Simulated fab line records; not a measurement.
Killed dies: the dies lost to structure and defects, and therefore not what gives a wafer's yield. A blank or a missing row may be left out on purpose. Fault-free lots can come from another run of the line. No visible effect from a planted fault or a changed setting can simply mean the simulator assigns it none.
Chamber matching | flow n5 finfet | 4 sister chambers for N5_MOL_CONTACT_COAG_STRIP_72 on rie diel-03
The step strips in N2/H2. 18 wafers are shown with their chamber, then 9 later ones without.

WAFERS, EACH WITH ITS CHAMBER
wafer  | chamber | drypump motor current A (A) | showerhead plenum p Torr (Torr) | throttle valve pct (%)
L075.1 | 0       | 6.1                         | 2.50                            | 23.6
L075.3 | 2       | 5.4                         | 2.56                            | 23.7
L075.5 | 3       | 6.3                         | 2.47                            | 23.1
L078.1 | 0       | 6.1                         | 2.50                            | 23.6
L078.2 | 2       | 5.3                         | 2.55                            | 23.7
L078.6 | 2       | 5.4                         | 2.55                            | 23.7
L079.3 | 2       | 5.3                         | 2.55                            | 23.7
L079.4 | 1       | 5.5                         | 2.59                            | 23.6
L079.6 | 3       | 6.3                         | 2.47                            | 23.2
L080.1 | 1       | 5.5                         | 2.59                            | 23.6
L080.2 | 0       | 6.1                         | 2.50                            | 23.6
L080.6 | 0       | 6.1                         | 2.50                            | 23.6
L082.2 | 0       | 6.1                         | 2.50                            | 23.6
L082.5 | 1       | 5.4                         | 2.59                            | 23.6
L082.6 | 0       | 6.1                         | 2.50                            | 23.6
L088.2 | 1       | 5.5                         | 2.58                            | 23.7
L088.3 | 0       | 6.1                         | 2.49                            | 23.6
L088.6 | 0       | 6.1                         | 2.49                            | 23.6

SIGNATURES (averages over the wafers above)
reading                  | chamber 0 | chamber 1 | chamber 2 | chamber 3 | scatter within a chamber
drypump motor current A  | 6.100     | 5.475     | 5.350     | 6.300     | 0.0354
showerhead plenum p Torr | 2.4975    | 2.5875    | 2.5525    | 2.4700    | 0.00463
throttle valve pct       | 23.600    | 23.625    | 23.700    | 23.150    | 0.0299
Rule: a wafer lies at a distance from a chamber equal to the root of the sum of squares, over the readings, of (its reading less the chamber's mean, divided by the reading's scatter). If the next closest chamber is less than 2 further off than the closest, the wafer can't be placed; otherwise it belongs to the closest. The scatter: take each reading less its chamber's mean, square it, sum over the shown wafers, divide by the number of wafers less the number of chambers, and take the root.

WAFERS WHOSE CHAMBER IS MISSING
wafer  | drypump motor current A (A) | showerhead plenum p Torr (Torr) | throttle valve pct (%)
L092.1 | 6.1                         | 2.49                            | 23.6
L092.4 | 6.3                         | 2.45                            | 23.2
L092.5 | 6.3                         | 2.45                            | 23.2
L091.1 | 5.4                         | 2.54                            | 23.7
L091.3 | 6.3                         | 2.45                            | 23.2
L091.4 | 5.5                         | 2.58                            | 23.6
L095.1 | 6.3                         | 2.45                            | 23.2
L095.3 | 5.4                         | 2.57                            | 23.6
L095.4 | 6.1                         | 2.49                            | 23.6

CHAMBER TAKEN BY EACH
wafer  | from the rows above     | in truth
L092.1 | 0                       | 0
L092.4 | 3                       | 3
L092.5 | 3                       | 3
L091.1 | 2                       | 2
L091.3 | 3                       | 3
L091.4 | 1                       | 1
L095.1 | 3                       | 3
L095.3 | can't be placed: 1 or 2 | 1
L095.4 | 0                       | 0
Correct placement for 8 of the 9. Can't be placed from these rows: 1 (the true chamber is among the candidates in 1). Number placed wrongly: 0.
